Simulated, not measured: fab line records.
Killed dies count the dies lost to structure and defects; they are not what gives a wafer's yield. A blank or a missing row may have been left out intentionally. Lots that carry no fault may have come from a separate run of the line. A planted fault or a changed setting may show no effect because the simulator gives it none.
Chamber matching    flow nand-harc    pecvd-03 running NHARC_A_STAIRCASE_DEP_471: 3 sister chambers
The step deposits SiO2, target thk 100 nm. 3 wafers are shown with their chamber, then 8 later ones without.

EACH WAFER AND ITS CHAMBER
wafer   chamber  heater-power-w (W)
L082.2  1        614
L089.6  0        564
L093.3  2        424

WAFERS WHOSE CHAMBER IS MISSING
wafer   heater-power-w (W)
L093.4  540
L093.5  585
L094.3  448
L094.5  626
L094.6  466
L096.2  556
L096.5  632
L096.6  479

CHAMBER TAKEN BY EACH
wafer   from the rows above      in truth
L093.4  can't be placed: 0 or 1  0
L093.5  can't be placed: 0 or 1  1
L094.3  2                        2
L094.5  can't be placed: 1 or 0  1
L094.6  can't be placed: 2 or 0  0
L096.2  can't be placed: 0 or 1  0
L096.5  can't be placed: 1 or 0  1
L096.6  can't be placed: 2 or 0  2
1 of 8 placed correctly. From these rows, 7 cannot be placed; in 7 the true chamber is one of the candidates. Number placed wrongly: 0.
How it was worked out, from the rows above alone: a wafer's distance from a chamber is the root of the sum, over the readings, of the square of ((its reading less the chamber's mean) divided by the reading's scatter). If the next closest chamber is less than 2 further off than the closest, the wafer can't be placed; otherwise it belongs to the closest. The mean given for a chamber averages the wafers shown for that chamber. The scatter (one wafer shown for each chamber): square how far every hidden wafer sits from the nearest shown wafer, average those squares and take the square root.
